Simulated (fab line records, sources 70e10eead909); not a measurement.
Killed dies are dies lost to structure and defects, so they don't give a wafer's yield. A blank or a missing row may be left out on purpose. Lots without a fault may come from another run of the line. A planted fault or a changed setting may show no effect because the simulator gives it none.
fab line records | flow nand_harc | part 2 of 2: steps 25 to 29 of 29
record lots=5 wafers=15 last_day=33
route steps=1302 shown A_ONON_D1@444 A_CHANNEL_HOLE_D1@450
lots that met no fault: from a run of the same line without faults
start_h: hours from the record's first day to the start of the lot's first wafer shown | wait_h: hours since the lot's step before | " the same as in the row above | L1.1+2: a row that stands for several wafers | - no value, or no start given | * or withheld: withheld | < > ~ a bound
route shown NAME@n: a module of which the file shows steps, and the number in the route of the first | usual: mean/standard deviation of fault-free wafers | same: alike in all rows | chamber/n: place in a boat | sites: the reading at each site | _std_site: their standard deviation | _edge_site: outer sites' mean less inner sites' | radius_mm: how far each site lies from the wafer's centre | mask NAME#n: copy n | behind: the tool/chamber that last shaped the wafer | hold: why the lot was held/for how many hours/how that ended | device: the transistor (n, p or np) that didn't switch | end of line: the same wafers' tests at the end of the route | a step without rows: its recipe alone | killed: dies lost to structure and defects at the first sort, not the wafer's yield | map: a wafer's dies, x killed, . not, _ none there
set.NAME: the setting as run; set.NAME@STEP: as run at that earlier step | model.NAME: the simulator's own value behind a step, which no gauge read
lots at some steps of the route; a table a step, a row a wafer
services: from which hour (start_h, from the record's first day; less than 0 if before it) a tool's chamber was out of use, for how many hours, and why
## steps
# step NHARC_A_CHANNEL_HOLE_D1_ETCH_16
# recipe target_depth_a=31000 over_etch_frac=0.3 time_s=806 ion_energy_ev=150 o2_flow_sccm=400 cos_flow_sccm=20 ar_flow_sccm=0 rf_w=500 bias_w=300 chemistry=O2/COS
# usual bias_w=300.0/0.82 drypump_motor_current_A=5.8/0.43 mfc_ar_sccm=0.009/0.014 oes_product_au=1.001/0.01 rf_vpp_V=314.4/2.2 showerhead_plenum_p_Torr=3.14/0.15 throttle_valve_pct=28.331/0.0088
# same over_etch_frac=0.3
# columns lot.wafer tool chamber start_h wait_h bias_w drypump_motor_current_A mfc_ar_sccm oes_product_au rf_hours_counter_h rf_vpp_V showerhead_plenum_p_Torr throttle_valve_pct
L078.3 rie_diel-13 1 - - 300.4 5.4 0 0.999 10 313.7 2.99 28.334
L078.4 " 1 " " 298.2 5.4 0 1.010 - 311.9 2.99 28.337
L078.5 " 3 " " 301.2 5.6 0.035 1.014 - 312.5 3.00 28.331
L081.2 rie_diel-06 1 - - 299.0 5.8 0.002 0.995 8 316.2 3.29 28.332
L081.4 " 2 " " 299.0 6.2 0.001 1.009 9 317.2 3.28 28.315
L081.1 " 0 " " 299.8 6.5 0.012 0.986 8 312.5 3.01 28.317
L087.3 rie_diel-13 0 - - 299.0 5.5 0 0.997 44 310.4 2.89 28.322
L087.2 " 3 " " 299.9 5.6 0.035 1.006 46 310.8 2.98 28.340
L087.5 " 0 " " 299.2 5.5 0 1.003 - 309.6 2.89 28.328
L090.1 rie_diel-06 2 - - 300.6 6.1 0.001 1.011 2 315.2 3.28 28.328
L090.2 " 3 " " 298.2 5.3 0.000 1.007 3 315.9 3.28 28.335
L090.5 " 3 " " 299.2 5.3 0.000 1.001 - 315.9 3.28 28.330
L095.2 rie_diel-13 3 - - 299.5 5.5 0.035 0.990 29 311.8 2.97 28.346
L095.3 " 0 " " 299.5 5.5 0 1.004 26 317.0 3.36 28.327
L095.1 " 2 " " 300.7 6.6 0.042 1.012 24 313.2 3.04 28.333
# step NHARC_A_CHANNEL_HOLE_D1_CD_MEAS_18
# usual cd_nm=100.1/2.2
# columns lot.wafer tool chamber start_h wait_h cd_nm
L078.3 cd_sem-01 - 212.62 - 98.1
L078.4 " - " " 99.7
L078.5 " - " " 99.2
L081.1 cd_sem-01 - 248.13 - 101.4
L081.2 " - " " 102.0
L081.4 " - " " 98.5
L087.2 cd_sem-01 - 315.32 - 101.5
L087.3 " - " " 98.1
L087.5 " - " " 98.9
L090.1 cd_sem-03 - 340.64 - 99.2
L090.2 " - " " 99.5
L090.5 " - " " 97.7
L095.1 cd_sem-01 - 412.47 - 100.5
L095.2 " - " " 101.7
L095.3 " - " " 99.4
# step NHARC_A_CHANNEL_HOLE_D1_ETCH_19
# recipe bias_v=1200 source_w=2500 pressure_mtorr=15 time_s=34.5 ar_flow_sccm=375 c4f8_flow_sccm=28.8 o2_flow_sccm=96.2 temp_c=-20 target_depth_a=* chemistry=C4F8/O2/Ar
# usual c4f8_flow_sccm=28.79/0.083 drypump_motor_current_A=6.0/0.61 mfc_ar_sccm=375.1/1.2 showerhead_plenum_p_Torr=3.72/0.14 temp_c=-20.01/0.11 throttle_valve_pct=37.037/0.0087
# columns lot.wafer tool chamber start_h wait_h c4f8_flow_sccm drypump_motor_current_A mfc_ar_sccm rf_hours_counter_h showerhead_plenum_p_Torr temp_c throttle_valve_pct
L078.3 har_etch-02 0 218.06 5.4 28.72 6.1 374.4 - 3.45 -19.80 37.038
L078.4 " 1 " " 28.67 6.7 374.3 - 3.75 -20.12 37.027
L078.5 " 1 " " 28.76 6.7 373.8 - 3.75 -19.97 37.027
L081.2 har_etch-01 1 248.21 0.1 28.80 5.0 376.3 118 3.76 -20.14 37.041
L081.1 " 0 " " 28.91 6.0 374.4 118 3.76 -20.07 37.027
L081.4 " 0 " " 28.74 6.0 374.5 - 3.76 -19.97 37.051
L087.2 har_etch-01 1 317.23 1.9 28.82 5.1 374.0 164 3.74 -20.23 37.031
L087.3 " 0 " " 28.80 6.0 374.1 - 3.74 -19.91 37.040
L087.5 " 0 " " 28.71 6.0 374.8 - 3.74 -20.07 37.026
L090.1 har_etch-01 1 340.72 0.1 28.86 5.1 375.8 176 3.73 -20.07 37.037
L090.2 " 0 " " 28.81 6.0 375.0 176 3.73 -20.15 37.041
L090.5 " 0 " " 28.86 6.0 373.9 - 3.73 -19.99 37.045
L095.1 har_etch-01 1 412.54 0.1 28.71 5.1 374.0 218 3.71 -20.09 37.050
L095.2 " 0 " " 28.89 5.9 376.6 218 3.70 -19.99 37.033
L095.3 " 0 " " 28.85 6.0 375.5 - 3.70 -20.11 37.033
# step NHARC_A_CHANNEL_HOLE_D1_ETCH_20
# recipe bias_v=3000 source_w=withheld pressure_mtorr=20 time_s=361.9 ar_flow_sccm=375 c4f8_flow_sccm=89.3 o2_flow_sccm=35.7 temp_c=-20 target_depth_a=16000 chemistry=C4F8/O2/Ar
# usual c4f8_flow_sccm=89.31/0.25 drypump_motor_current_A=6.0/0.6 mfc_ar_sccm=375.1/1.1 showerhead_plenum_p_Torr=3.67/0.13 temp_c=-20.00/0.1 throttle_valve_pct=32.156/0.0093
# columns lot.wafer tool chamber start_h wait_h c4f8_flow_sccm drypump_motor_current_A mfc_ar_sccm rf_hours_counter_h showerhead_plenum_p_Torr temp_c throttle_valve_pct
L078.3 har_etch-02 0 218.24 0.2 88.98 6.1 374.1 - 3.41 -19.88 32.161
L078.4 " 1 " " 89.03 6.7 374.7 - 3.71 -20.01 32.166
L078.5 " 1 " " 89.53 6.7 374.6 - 3.71 -19.97 32.162
L081.2 har_etch-01 1 248.32 0.1 89.56 5.0 375.3 118 3.72 -19.84 32.159
L081.1 " 0 " " 88.80 6.0 375.3 118 3.72 -19.95 32.131
L081.4 " 0 " " 89.49 5.9 377.0 - 3.72 -19.70 32.152
L087.2 har_etch-01 1 317.34 0.1 89.46 5.0 375.9 164 3.69 -19.90 32.141
L087.3 " 0 " " 89.50 6.0 373.0 - 3.69 -19.98 32.165
L087.5 " 0 " " 89.35 6.0 376.9 - 3.69 -19.88 32.174
L090.1 har_etch-01 1 340.83 0.1 89.37 5.0 373.4 176 3.69 -19.86 32.153
L090.2 " 0 " " 89.10 6.0 375.8 176 3.69 -19.90 32.154
L090.5 " 0 " " 89.03 6.0 376.0 - 3.69 -19.79 32.139
L095.1 har_etch-01 1 412.65 0.1 89.19 5.1 374.2 218 3.66 -20.05 32.160
L095.2 " 0 " " 88.93 5.9 375.0 218 3.66 -20.00 32.150
L095.3 " 0 " " 88.95 6.0 376.4 - 3.66 -19.98 32.155
# step NHARC_A_CHANNEL_HOLE_D1_ETCH_21
# recipe bias_v=3000 source_w=withheld pressure_mtorr=20 time_s=514.3 ar_flow_sccm=375 c4f8_flow_sccm=89.3 o2_flow_sccm=35.7 temp_c=-20 target_depth_a=16000 chemistry=C4F8/O2/Ar
# usual c4f8_flow_sccm=89.32/0.28 drypump_motor_current_A=6.0/0.6 mfc_ar_sccm=375.0/1.1 showerhead_plenum_p_Torr=3.67/0.13 temp_c=-19.99/0.11 throttle_valve_pct=32.155/0.0096
# columns lot.wafer tool chamber start_h wait_h c4f8_flow_sccm drypump_motor_current_A mfc_ar_sccm rf_hours_counter_h showerhead_plenum_p_Torr temp_c throttle_valve_pct
L078.3 har_etch-02 0 218.60 0.3 89.44 6.1 372.7 - 3.41 -19.95 32.160
L078.4 " 1 " " 89.40 6.7 374.5 - 3.71 -19.78 32.152
L078.5 " 1 " " 89.33 6.7 373.9 - 3.71 -19.91 32.155
L081.2 har_etch-01 1 248.63 0.3 88.82 5.0 375.7 119 3.72 -19.92 32.151
L081.1 " 0 " " 89.90 6.0 374.3 119 3.72 -19.89 32.148
L081.4 " 0 " " 89.73 6.0 375.2 - 3.72 -19.98 32.145
L087.2 har_etch-01 1 317.66 0.3 89.59 5.0 375.3 165 3.69 -20.07 32.148
L087.3 " 0 " " 89.39 6.0 377.0 - 3.69 -19.94 32.153
L087.5 " 0 " " 89.04 6.0 376.4 - 3.69 -20.13 32.146
L090.1 har_etch-01 1 341.14 0.3 89.02 5.1 374.9 176 3.69 -20.16 32.153
L090.2 " 0 " " 89.21 5.9 374.7 176 3.69 -19.95 32.160
L090.5 " 0 " " 89.31 6.0 374.1 - 3.69 -19.96 32.151
L095.1 har_etch-01 1 412.97 0.3 89.12 5.0 374.5 218 3.66 -20.02 32.171
L095.2 " 0 " " 89.47 6.0 373.7 218 3.66 -19.93 32.135
L095.3 " 0 " " 89.47 6.0 374.0 - 3.66 -19.94 32.143
## services
# columns tool chamber start_h hours kind
rie_diel-13 - 185.06 1.1 repair
pecvd_onon-02 - 188.09 13.0 pm
acl_dep-01 - 190.67 13.0 pm
pecvd-03 - 193.25 13.0 pm
litho_track-04 - 203.00 7.0 pm
rie_diel-13 2 207.51 5.5 repair
pecvd-01 - 210.73 13.2 repair
har_etch-01 - 223.93 0.5 repair
rie_diel-06 1 226.15 4.3 repair
rie_diel-06 - 226.25 0.2 repair
arfi_scanner-02 - 234.75 2.1 repair
rie_diel-13 1 236.15 8.1 repair
pecvd-03 - 244.12 1.5 repair
arfi_scanner-02 - 262.45 0.6 repair
rie_diel-06 - 271.00 0.3 repair
rie_diel-06 - 307.20 9.0 pm
rie_diel-13 1 317.95 4.2 repair
rie_diel-06 0 318.28 5.5 repair
litho_track-01 - 330.00 7.0 pm
rie_diel-13 - 342.11 9.0 pm
litho_track-06 - 354.00 7.0 pm
acl_dep-01 - 371.97 13.0 pm
litho_track-04 - 378.00 7.0 pm
rie_diel-06 2 404.67 1.7 repair
